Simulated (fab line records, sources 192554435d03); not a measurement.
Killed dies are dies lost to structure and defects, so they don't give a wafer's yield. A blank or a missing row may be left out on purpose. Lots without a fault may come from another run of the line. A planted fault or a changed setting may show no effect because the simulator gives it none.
fab line records | flow n5_finfet
record lots=6 wafers=18 last_day=17
route steps=1938 shown GATE_CUT@467 PASSIVATION@1936
lots that met no fault: from a run of the same line without faults
start_h: hours from the record's first day to the start of the lot's first wafer shown | wait_h: hours since the lot's step before | " the same as in the row above | L1.1+2: a row that stands for several wafers | - no value, or no start given | * or withheld: withheld | < > ~ a bound
route shown NAME@n: a module of which the file shows steps, and the number in the route of the first | usual: mean/standard deviation of fault-free wafers | same: alike in all rows | chamber/n: place in a boat | sites: the reading at each site | _std_site: their standard deviation | _edge_site: outer sites' mean less inner sites' | radius_mm: how far each site lies from the wafer's centre | mask NAME#n: copy n | behind: the tool/chamber that last shaped the wafer | hold: why the lot was held/for how many hours/how that ended | device: the transistor (n, p or np) that didn't switch | end of line: the same wafers' tests at the end of the route | a step without rows: its recipe alone | killed: dies lost to structure and defects at the first sort, not the wafer's yield | map: a wafer's dies, x killed, . not, _ none there
set.NAME: the setting as run; set.NAME@STEP: as run at that earlier step | model.NAME: the simulator's own value behind a step, which no gauge read
lots at some steps of the route; a table a step, a row a wafer
services: from which hour (start_h, from the record's first day; less than 0 if before it) a tool's chamber was out of use, for how many hours, and why
## steps
# step N5_GATE_CUT_ETCHBACK_30
# recipe chemistry=Cl2/Ar target=TiN target_depth_a=30 mode=isotropic pressure_mtorr=10 icp_w=600 bias_w=60 Cl2_flow_sccm=40 Ar_flow_sccm=60
# step N5_GATE_CUT_VAPOR_ETCH_60
# recipe chemistry=BCl3/Cl2 target=HfO2 mode=isotropic
# usual drypump_motor_current_A=5.8/0.34 oes_product_au=0.75/0.088
# columns lot.wafer tool chamber start_h wait_h drypump_motor_current_A oes_product_au
L558.1 rie_metal-03 0 78.65 0.0 6.2 0.84
L558.3 " 1 " " 6.4 0.72
L558.6 " 0 " " 6.2 0.83
L563.4 rie_metal-03 1 111.01 0.0 6.4 0.71
L563.5 " 0 " " 6.1 0.83
L563.6 " 1 " " 6.4 0.72
L571.1 rie_metal-01 1 164.52 0.0 5.5 0.80
L571.2 " 0 " " 5.7 0.66
L571.6 " 0 " " 5.7 0.67
L574.4 rie_metal-01 1 186.25 0.0 5.5 0.81
L574.5 " 1 " " 5.5 0.81
L574.6 " 0 " " 5.7 0.65
L576.2 rie_metal-01 1 191.54 0.0 5.5 0.81
L576.3 " 1 " " 5.5 0.81
L576.5 " 0 " " 5.7 0.66
L580.3 rie_metal-01 0 214.02 0.0 5.7 0.65
L580.4 " 1 " " 5.5 0.80
L580.5 " 0 " " 5.7 0.65
# step N5_GATE_CUT_ETCH_58
# recipe chemistry=CH3F/O2 target=SiNx target_depth_a=170 time_s=128.6 ion_energy_ev=50 pressure_mtorr=30 source_w=415 bias_w=21 Ar_flow_sccm=150 CH3F_flow_sccm=30 O2_flow_sccm=20
# step N5_GATE_CUT_STRIP_59
# recipe chemistry=N2/H2 time_s=20 power_w=100 temp_c=40 pressure_mtorr=100 rf_frequency_hz=6e+07 bias_power_w=3 n2_flow_sccm=300 h2_flow_sccm=300
# step N5_GATE_CUT_PRECLEAN_31
# recipe temp_c=23 chemistry=DIW time_s=300
# step N5_GATE_CUT_SRD_32
# recipe time_s=30 temp_c=23 rinse_liquid=diw dry=ipa_marangoni
# step N5_GATE_CUT_SAC_CAP_01
# recipe material=SiNx target_thk_a=240 temp_c=400 ald_precursor_family=SiH2I2 ald_co_reactant=N2/H2-plasma pulse_time_s=1 ald_cycles=480 purge_time_s=2 co_reactant_purge_time_s=2 pressure_torr=2
# usual chamber_pressure_Torr=2.000/0.0043 heater_power_w=856/110 precursor_pulse_height_rel=1.001/0.02
# columns lot.wafer tool chamber start_h wait_h chamber_pressure_Torr heater_power_w precursor_pulse_height_rel
L558.1 ald_sin-04 3 79.02 0.0 1.999 897 0.980
L558.3 " 0 " " 1.993 859 1.038
L558.6 " 1 80.11 1.1 2.006 865 0.994
L563.4 ald_sin-04 0 111.49 0.0 2.008 901 0.995
L563.5 " 3 112.58 1.1 2.007 881 0.992
L563.6 " 0 " " 2.007 891 0.994
L571.1 ald_sin-03 3 165.10 0.0 2.002 850 1.026
L571.2 " 0 " " 1.997 876 1.009
L571.6 " 2 166.18 1.1 2.002 710 1.039
L574.4 ald_sin-03 1 187.44 0.8 2.002 939 1.014
L574.5 " 2 188.53 1.9 2.007 708 0.957
L574.6 " 1 " " 2.003 938 0.967
L576.2 ald_sin-04 3 193.59 1.7 1.997 880 1.020
L576.3 " 0 " " 2.004 920 1.023
L576.5 " 0 194.68 2.8 2.002 909 0.960
L580.3 ald_sin-03 1 214.39 0.0 2.001 957 1.009
L580.4 " 3 " " 2.002 861 1.019
L580.5 " 0 215.48 1.1 2.004 921 0.999
# step N5_GATE_CUT_PECVD_57
# recipe material=SiNx target_thk_a=210 temp_c=400 precursor=SiH4/NH3/N2 pressure_torr=1.5 rf_w=300
# usual chamber_pressure_Torr=1.500/0.0031 heater_power_w=744/77 showerhead_plenum_p_Torr=5.10/0.04 throttle_valve_pct=38.5/1.3
# columns lot.wafer tool chamber start_h wait_h chamber_pressure_Torr heater_power_w showerhead_plenum_p_Torr throttle_valve_pct
L558.1 pecvd-04 2 81.22 1.1 1.497 864 5.07 38.7
L558.3 " 1 " " 1.496 670 5.04 39.7
L558.6 " 2 " " 1.495 827 5.07 38.3
L563.4 pecvd-04 1 113.71 1.1 1.502 737 5.05 40.2
L563.5 " 2 " " 1.499 758 5.07 38.6
L563.6 " 0 " " 1.505 745 5.14 39.1
L571.1 pecvd-04 1 167.29 1.1 1.500 716 5.03 40.1
L571.2 " 0 " " 1.497 636 5.14 39.0
L571.6 " 0 " " 1.498 643 5.15 39.0
L574.4 pecvd-02 2 189.66 1.1 1.499 870 5.08 39.0
L574.5 " 1 " " 1.493 747 5.10 37.7
L574.6 " 0 " " 1.501 710 5.06 36.7
L576.2 pecvd-01 1 195.78 1.1 1.500 875 5.12 41.9
L576.3 " 2 " " 1.499 687 5.16 39.3
L576.5 " 0 " " 1.500 655 5.19 37.7
L580.3 pecvd-04 0 216.58 1.1 1.498 763 5.16 39.1
L580.4 " 2 " " 1.497 738 5.07 39.1
L580.5 " 1 " " 1.501 755 5.05 39.8
# step N5_GATE_CUT_CMP_02
# recipe stop_on=SiO2 t_overpolish_s=12.7 post_cmp_clean=alkaline_brush down_force_psi=2.5 platen_rpm=51.8 pad_velocity_m_s=1.0307 target_thk_nm=0
# step N5_GATE_CUT_HM_DEP_46
# recipe material=SiO2 target_thk_a=1300 temp_c=400 precursor=TEOS/O2 pressure_torr=6.5 rf_w=900 teos_flow_sccm=161.4 gas=O2 flow_sccm=2650 time_s=26.6
# step N5_GATE_CUT_COAT_34
# recipe resist=SOC temp_c=250 time_s=60 spin_rpm=1500 resist_thk_nm=60
# step N5_GATE_CUT_COAT_35
# recipe resist=SiARC temp_c=220 time_s=60 spin_rpm=1500 resist_thk_nm=10
# usual exhaust_pa=45.1/0.82 spin_speed_rpm=1499.9/0.93
# columns lot.wafer tool chamber start_h wait_h exhaust_pa spin_speed_rpm model.SiARC_of_GATE_CUT_COAT_35.thk_nm
L558.1 litho_track-02 0 81.69 - 45.8 1500.0 10
L558.3 " 0 " " 43.7 1499.8 10
L558.6 " 0 " " 44.3 1500.6 10
L563.4 litho_track-03 0 114.16 - 43.6 1500.8 10
L563.5 " 0 " " 43.6 1501.6 10
L563.6 " 0 " " 44.1 1499.4 10
L571.1 litho_track-03 0 170.19 - 46.0 1350.8 10.6
L571.2 " 0 " " 45.3 1350.5 10.6
L571.6 " 0 " " 46.4 1351.1 10.6
L574.4 litho_track-03 0 190.11 - 43.6 1347.6 10.6
L574.5 " 0 " " 45.5 1349.5 10.6
L574.6 " 0 " " 46.3 1349.2 10.6
L576.2 litho_track-02 0 196.26 - 44.8 1499.2 10
L576.3 " 0 " " 43.9 1500.2 10
L576.5 " 0 " " 44.3 1499.8 10
L580.3 litho_track-01 0 217.08 - 44.7 1498.4 10
L580.4 " 0 " " 43.5 1499.9 10
L580.5 " 0 " " 46.4 1498.7 10
# step N5_GATE_CUT_COAT_27
# recipe resist=underlayer temp_c=205 time_s=60 spin_rpm=1500 resist_thk_nm=10
# step N5_GATE_CUT_COAT_07
# recipe resist=CAR-EUV spin_rpm=1500 resist_thk_nm=30
# step N5_GATE_CUT_EBR_09
# recipe solvent=PGMEA ebr_width_mm=1.5
# step N5_GATE_CUT_SOFTBAKE_08
# recipe temp_c=110 time_s=60 resist=CAR-EUV
# step N5_GATE_CUT_EXPOSE_10
# recipe mask_id=GATE_CUT na=0.33 source_shape=annular sigma_inner=0.35 sigma_outer=0.8 polarization=unpolarized target_cd_nm=20 dose_mj=43.25
# step N5_GATE_CUT_PEB_11
# recipe peb_temp_c=100 peb_time_s=60 resist=CAR-EUV
# step N5_GATE_CUT_DEVELOP_12
# recipe develop_time_s=30 developer=TMAH resist=CAR-EUV rinse_liquid=surfactant_rinse dry=air_spin dev_temp_c=23
# step N5_GATE_CUT_CD_MEAS_13
# recipe target_cd_nm=20 landing_energy_ev=500 detector=se_inlens
# usual cd_nm=19.8/0.32
# same landing_energy_ev=500
# columns lot.wafer tool chamber start_h wait_h cd_nm
L558.1 cd_sem-01 0 81.96 - 19.6
L558.3 " 0 " " 19.6
L558.6 " 0 " " 20.0
L563.4 cd_sem-01 0 114.43 - 20.0
L563.5 " 0 " " 19.7
L563.6 " 0 " " 19.9
L571.1 cd_sem-03 0 170.76 - 19.3
L571.2 " 0 " " 19.5
L571.6 " 0 " " 19.3
L574.4 cd_sem-01 0 190.38 - 19.7
L574.5 " 0 " " 19.4
L574.6 " 0 " " 19.4
L576.2 cd_sem-02 0 196.53 - 19.8
L576.3 " 0 " " 19.8
L576.5 " 0 " " 19.3
L580.3 cd_sem-03 0 217.50 - 19.9
L580.4 " 0 " " 20.0
L580.5 " 0 " " 19.9
# step N5_GATE_CUT_OVL_MEAS_14
# recipe points_per_wafer=522
# usual GATE_CUT_OVL=0.0/0.76
# columns lot.wafer tool chamber start_h wait_h GATE_CUT_OVL[nm]
L558.1 overlay-02 0 81.99 0.0 -1.5
L558.3 " 0 " " -1.3
L558.6 " 0 " " -0.7
L563.4 overlay-02 0 114.47 0.0 1.4
L563.5 " 0 " " 0.5
L563.6 " 0 " " -0.1
L571.1 overlay-01 0 170.93 0.2 1.2
L571.2 " 0 " " 0.3
L571.6 " 0 " " 0.4
L574.4 overlay-02 0 190.43 0.0 -0.2
L574.5 " 0 " " 0.5
L574.6 " 0 " " -1.6
L576.2 overlay-02 0 196.56 0.0 -0.4
L576.3 " 0 " " 0.7
L576.5 " 0 " " 0.3
L580.3 overlay-01 0 217.54 0.0 0.6
L580.4 " 0 " " 0.7
L580.5 " 0 " " 1.7
# step N5_GATE_CUT_INSPECT_15
# recipe mode=adi inspect_instrument=brightfield
# usual raw_defect_count=137/45
# columns lot.wafer tool chamber start_h wait_h raw_defect_count
L558.1 defect_inspect-02 - 82.05 0.1 103
L558.3 " - " " 202
L558.6 " - " " 130
L563.4 defect_inspect-02 - 114.52 0.0 139
L563.5 " - " " 114
L563.6 " - " " 85
L571.1 defect_inspect-01 - 171.00 0.1 108
L571.2 " - " " 93
L571.6 " - " " 93
L574.4 defect_inspect-02 - 190.47 0.0 179
L574.5 " - " " 153
L574.6 " - " " 145
L576.2 defect_inspect-01 - 196.62 0.0 132
L576.3 " - " " 139
L576.5 " - " " 165
L580.3 defect_inspect-02 - 217.59 0.0 100
L580.4 " - " " 122
L580.5 " - " " 158
# step N5_GATE_CUT_DESCUM_18
# recipe chemistry=O2 time_s=7 source_power_w=50 bias_power_w=20 pressure_mtorr=20 rf_frequency_hz=2.712e+07 temp_c=40 resist=CAR-EUV o2_flow_sccm=225
# usual bias_power_w=20.01/0.056 drypump_motor_current_A=5.6/0.39 oes_product_au=0.76/0.078 rf_vpp_V=242.9/1.3 showerhead_plenum_p_Torr=2.08/0.068 throttle_valve_pct=20.60/0.29
# columns lot.wafer tool chamber start_h wait_h bias_power_w drypump_motor_current_A oes_product_au rf_hours_counter_h rf_vpp_V showerhead_plenum_p_Torr throttle_valve_pct
L558.1 rie_diel-02 0 82.08 0.0 20.01 5.6 0.68 227 244.3 2.16 20.43
L558.3 " 3 " " 20.13 5.3 0.86 53 244.1 2.14 20.33
L558.6 " 1 " " 19.99 5.6 0.79 - 241.0 2.02 20.69
L563.4 rie_diel-02 1 115.11 0.6 20.04 5.6 0.78 133 241.5 2.01 20.70
L563.5 " 2 " " 19.98 5.9 0.77 - 243.4 2.09 20.36
L563.6 " 3 " " 20.08 5.3 0.84 - 243.3 2.14 20.35
L571.1 rie_diel-03 2 171.90 0.9 19.98 5.9 0.69 249 242.7 2.06 21.08
L571.2 " 1 " " 19.97 5.0 0.67 224 243.4 2.05 20.80
L571.6 " 1 " " 20.01 5.1 0.67 - 242.7 2.05 20.80
L574.4 rie_diel-02 3 190.50 0.0 20.01 5.3 0.81 86 242.8 2.13 20.38
L574.5 " 2 " " 20.06 5.8 0.75 - 243.8 2.09 20.41
L574.6 " 3 " " 19.93 5.3 0.81 - 242.3 2.13 20.37
L576.2 rie_diel-03 1 196.65 0.0 20.08 5.1 0.66 232 242.3 2.05 20.81
L576.3 " 0 " " 20.01 5.4 0.72 193 245.3 2.19 20.84
L576.5 " 2 " " 20.03 5.9 1.02 - 241.8 2.06 20.58
L580.3 rie_diel-03 0 217.62 0.0 19.94 5.4 0.72 200 244.2 2.18 20.85
L580.4 " 3 " " 20.07 5.2 0.75 159 242.7 2.00 20.56
L580.5 " 2 " " 19.95 5.9 0.98 - 242.5 2.06 20.61
# step N5_GATE_CUT_ETCH_28
# recipe chemistry=N2/H2 target=underlayer target_depth_a=130 mask_material=CAR-EUV time_s=10.4 ion_energy_ev=200 pressure_mtorr=30 source_w=840 bias_w=150 n2_flow_sccm=200 h2_flow_sccm=200 ends=cleared
# usual drypump_motor_current_A=5.6/0.39 etch_rf_on_time_s=10.5/0.36 oes_product_au=0.65/0.069 rf_vpp_V=523.6/2.2 showerhead_plenum_p_Torr=2.52/0.081 throttle_valve_pct=18.0/0.32
# columns lot.wafer tool chamber start_h wait_h drypump_motor_current_A etch_rf_on_time_s oes_product_au rf_hours_counter_h rf_vpp_V showerhead_plenum_p_Torr throttle_valve_pct
L558.1 rie_diel-02 0 82.12 0.0 5.6 10.8 0.58 227 526.5 2.63 17.9
L558.3 " 3 " " 5.4 10.4 0.73 53 524.1 2.56 17.5
L558.6 " 1 " " 5.6 10.3 0.68 - 521.7 2.45 18.0
L563.4 rie_diel-02 1 115.14 0.0 5.6 10.6 0.67 133 521.2 2.44 18.1
L563.5 " 2 " " 5.9 11.0 0.63 - 523.5 2.55 17.8
L563.6 " 3 " " 5.4 10.4 0.71 - 523.3 2.56 17.5
L571.1 rie_diel-03 2 171.93 0.0 5.9 10.3 0.60 249 523.2 2.48 18.5
L571.2 " 1 " " 5.1 10.7 0.57 224 522.9 2.52 18.4
L571.6 " 1 " " 5.1 10.5 0.58 - 523.3 2.52 18.4
L574.4 rie_diel-02 3 190.54 0.0 5.3 10.6 0.70 86 524.1 2.55 17.5
L574.5 " 2 " " 5.9 11.0 0.63 - 523.2 2.54 17.9
L574.6 " 3 " " 5.4 10.6 0.70 - 525.6 2.55 17.6
L576.2 rie_diel-03 1 196.68 0.0 5.1 10.8 0.56 232 523.1 2.52 18.4
L576.3 " 0 " " 5.4 10.6 0.63 193 525.2 2.65 18.3
L576.5 " 2 " " 5.9 10.0 0.88 - 522.9 2.48 18.0
L580.3 rie_diel-03 0 217.65 0.0 5.4 10.6 0.62 200 526.1 2.65 18.3
L580.4 " 3 " " 5.2 11.1 0.62 159 519.9 2.43 18.0
L580.5 " 2 " " 5.9 9.9 0.84 - 522.7 2.48 18.0
# step N5_GATE_CUT_ETCH_36
# recipe chemistry=CF4 target=SiARC target_depth_a=130 mask_material=CAR-EUV time_s=21.7 ion_energy_ev=80 pressure_mtorr=40 source_w=545 bias_w=36 Ar_flow_sccm=100 cf4_flow_sccm=100 ends=cleared
# usual drypump_motor_current_A=5.6/0.39 etch_rf_on_time_s=21.9/0.68 oes_product_au=0.65/0.069 rf_vpp_V=183.8/1 showerhead_plenum_p_Torr=2.13/0.063 throttle_valve_pct=15.78/0.28
# columns lot.wafer tool chamber start_h wait_h drypump_motor_current_A etch_rf_on_time_s oes_product_au rf_hours_counter_h rf_vpp_V showerhead_plenum_p_Torr throttle_valve_pct model.etch.depth_nm model.CAR-EUV_of_GATE_CUT_COAT_07.thk_nm
L558.1 rie_diel-02 0 82.13 0.0 5.6 22.6 0.58 227 184.9 2.21 15.63 10.03 7
L558.3 " 3 " " 5.3 21.6 0.74 53 184.2 2.19 15.47 10.03 6.8
L558.6 " 1 " " 5.6 21.9 0.68 - 184.0 2.06 15.79 10.04 6.8
L563.4 rie_diel-02 1 115.16 0.0 5.6 22.2 0.67 133 183.3 2.05 15.79 10.04 6.8
L563.5 " 2 " " 5.9 23.0 0.63 - 183.7 2.15 15.66 10.04 6.8
L563.6 " 3 " " 5.4 21.8 0.72 - 184.9 2.19 15.49 10.04 6.8
L571.1 rie_diel-03 2 171.95 0.0 5.8 22.8 0.60 249 183.0 2.10 16.20 10.59 6.4
L571.2 " 1 " " 5.1 23.2 0.57 224 183.4 2.12 16.11 10.57 6.6
L571.6 " 1 " " 5.1 23.4 0.58 - 183.8 2.12 16.10 10.57 6.6
L574.4 rie_diel-02 3 190.56 0.0 5.3 22.9 0.70 86 184.4 2.18 15.55 10.55 6.6
L574.5 " 2 " " 5.9 24.3 0.62 - 183.2 2.14 15.71 10.56 6.4
L574.6 " 3 " " 5.3 23.0 0.70 - 184.4 2.18 15.52 10.57 6.6
L576.2 rie_diel-03 1 196.70 0.0 5.1 22.2 0.56 232 183.7 2.12 16.12 9.995 7
L576.3 " 0 " " 5.4 22.2 0.62 193 184.2 2.22 16.02 9.997 7
L576.5 " 2 " " 5.8 20.6 0.88 - 182.9 2.10 15.66 9.971 6.8
L580.3 rie_diel-03 0 217.67 0.0 5.4 21.9 0.62 200 183.9 2.22 16.05 9.951 7
L580.4 " 3 " " 5.2 22.9 0.63 159 183.6 2.06 15.82 9.971 6.8
L580.5 " 2 " " 5.8 20.4 0.86 - 184.1 2.10 15.69 9.959 7
# step N5_GATE_CUT_ETCH_37
# recipe chemistry=N2/H2 target=SOC target_depth_a=600 overetch_a=120 mask_material=SiARC temp_c=40 time_s=90 ion_energy_ev=200 pressure_mtorr=30 source_w=840 bias_w=150 n2_flow_sccm=200 h2_flow_sccm=200
# usual drypump_motor_current_A=5.6/0.39 oes_product_au=0.68/0.065 rf_vpp_V=523.4/2.1 showerhead_plenum_p_Torr=2.52/0.081 throttle_valve_pct=18.0/0.32
# columns lot.wafer tool chamber start_h wait_h drypump_motor_current_A oes_product_au rf_hours_counter_h rf_vpp_V showerhead_plenum_p_Torr throttle_valve_pct model.SiARC_of_GATE_CUT_COAT_35.thk_nm
L558.1 rie_diel-02 0 82.16 0.0 5.6 0.62 227 526.7 2.63 17.9 6.2
L558.3 " 3 " " 5.4 0.76 53 525.4 2.56 17.5 6
L558.6 " 1 " " 5.6 0.72 - 520.6 2.45 18.0 6
L563.4 rie_diel-02 1 115.19 0.0 5.6 0.70 133 520.3 2.44 18.0 6
L563.5 " 2 " " 5.9 0.68 - 523.2 2.55 17.8 6.2
L563.6 " 3 " " 5.3 0.75 - 524.4 2.56 17.5 6
L571.1 rie_diel-03 2 171.98 0.0 5.9 0.63 249 521.3 2.48 18.5 6.6
L571.2 " 1 " " 5.1 0.61 224 523.6 2.52 18.4 6.8
L571.6 " 1 " " 5.1 0.60 - 523.8 2.52 18.4 6.8
L574.4 rie_diel-02 3 190.58 0.0 5.4 0.73 86 523.9 2.55 17.5 6.6
L574.5 " 2 " " 5.9 0.67 - 524.9 2.54 17.9 6.8
L574.6 " 3 " " 5.3 0.73 - 523.7 2.55 17.5 6.6
L576.2 rie_diel-03 1 196.73 0.0 5.1 0.61 232 523.0 2.52 18.4 6.2
L576.3 " 0 " " 5.4 0.66 193 527.1 2.65 18.2 6
L576.5 " 2 " " 5.8 0.90 - 521.3 2.48 18.0 6
L580.3 rie_diel-03 0 217.70 0.0 5.4 0.66 200 524.5 2.65 18.3 6
L580.4 " 3 " " 5.2 0.67 159 521.8 2.43 17.9 6.4
L580.5 " 2 " " 5.8 0.87 - 521.8 2.48 18.0 5.8
# step N5_GATE_CUT_STRIP_38
# recipe chemistry=N2/H2 temp_c=40 n2_flow_sccm=200 h2_flow_sccm=200 rf_frequency_hz=6e+07
# step N5_PASSIVATION_PROBE_49
# usual killed_at_M0_to_M3=33/9.9 killed_at_M4_up=15/5.6 killed_at_contacts=13/5.7 killed_at_front_end=38/12 killed_at_other=4/3.1 killed_dies=103/17 killed_open=66/13 killed_short=32/7.8
# same gross_dies=1180 killed_at_back_side=0
# columns lot.wafer tool chamber start_h wait_h killed_at_M0_to_M3 killed_at_M4_up killed_at_contacts killed_at_front_end killed_at_other killed_dies killed_open killed_short
L571.1 prober-02 - 371.59 0.0 58 19 11 65 2 155 102 51
L571.2 prober-02 - 371.64 0.1 42 12 13 62 3 132 88 38
L574.4 prober-01 - 379.96 0.2 21 14 16 31 8 90 70 18
L574.5 prober-01 - 380.01 0.2 48 20 6 26 1 101 63 34
# killed by level:class
L571.1 BEOL_M0_SAQP:geometric_particle:short=24 FIN_SAQP:geometric_particle:open=21 BEOL_M0_SAQP:geometric_particle:open=21 STI_FIN_REVEAL:geometric_particle:open=15 BEOL_M4:geometric_particle:open=11 BEOL_M2:geometric_particle:open=8 MOL_CONTACT_COAG:geometric_particle:open=7 GATE_CUT:geometric_particle:short=7
L571.2 STI_FIN_REVEAL:geometric_particle:open=26 BEOL_M0_SAQP:geometric_particle:open=18 BEOL_M0_SAQP:geometric_particle:short=12 MOL_CONTACT_COAG:geometric_particle:open=11 FIN_SAQP:geometric_particle:open=8 GATE_CUT:geometric_particle:short=6 STI_FIN_REVEAL:geometric_particle:short=5 BEOL_M1:geometric_particle:short=5
L574.4 MOL_CONTACT_COAG:geometric_particle:open=12 DUMMY_GATE:geometric_particle:open=10 STI_FIN_REVEAL:geometric_particle:open=7 BEOL_M2:geometric_particle:open=7 BEOL_M3:geometric_particle:open=6 BEOL_M5:geometric_particle:open=6 BEOL_M4:geometric_particle:open=5 MOL_CONTACT_COAG:geometric_particle:short=4
L574.5 BEOL_M2:geometric_particle:open=12 STI_FIN_REVEAL:geometric_particle:open=11 BEOL_M4:geometric_particle:open=10 BEOL_M0_SAQP:geometric_particle:short=9 BEOL_M0:geometric_particle:open=7 BEOL_M1:geometric_particle:open=6 MOL_CONTACT_COAG:geometric_particle:open=5 BEOL_M2:geometric_particle:short=5
## services
# columns tool chamber start_h hours kind
pecvd-01 2 82.28 19.0 repair
pecvd-02 0 84.33 4.5 repair
ald_sin-04 - 87.26 14.0 pm
ald_sin-03 - 95.80 0.5 repair
rie_diel-03 3 101.29 10.9 repair
pecvd-04 2 103.38 6.2 repair
pecvd-01 - 125.27 0.5 repair
ald_sin-03 3 142.01 13.5 repair
rie_diel-03 3 146.00 3.7 repair
rie_diel-02 0 156.91 - clean
rie_diel-02 0 156.91 - consumable_replace:focus_ring
rie_diel-02 0 156.91 15.5 scheduled_down
rie_diel-02 0 156.91 15.5 vent_cycle
pecvd-02 - 158.06 4.1 repair
rie_metal-03 - 160.04 0.6 repair
rie_metal-01 - 164.81 0.4 repair
rie_diel-03 2 173.35 - clean
rie_diel-03 2 173.35 - consumable_replace:focus_ring
ald_sin-04 - 188.60 1.9 repair
ald_sin-04 2 200.11 3.1 repair
ald_sin-03 3 206.32 3.6 repair
ald_sin-03 - 207.72 6.0 pm
rie_diel-02 - 212.13 28.1 pm
pecvd-01 - 216.10 0.8 repair
## key
first_sign step=N5_GATE_CUT_COAT_35 reading=spin_speed_rpm direction=down sigmas=99+ usual=* struck=*
effect none on later readings
model_effect step=N5_GATE_CUT_COAT_35 value=SiARC_of_GATE_CUT_COAT_35.thk_nm without=10 struck=10.6
model_effect step=N5_GATE_CUT_ETCH_36 value=etch.depth_nm without=10.03 struck=10.57
model_effect step=N5_GATE_CUT_ETCH_37 value=SiARC_of_GATE_CUT_COAT_35.thk_nm without=6.133 struck=6.7
met_at N5_GATE_CUT_COAT_35
struck_wafers L571.1,L571.2,L571.6,L574.4,L574.5,L574.6
tester_left_out L571,L574
onset_between 114.16 170.19
fault kind=process_parameter_drift tool=litho_track-03 chamber=- onset_h=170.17 steps=N5_GATE_CUT_COAT_35 channel=spin_rpm offset=* shape=step end_h=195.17 acts_in=* stated=*
# tester_left_out: of these lots the tester's yield and bins aren't shown, on N5 and GAA mostly nor the transistor test; their killed dies are dies lost to structure and defects alone, not to doping, threshold or leakage, so they don't give the yield
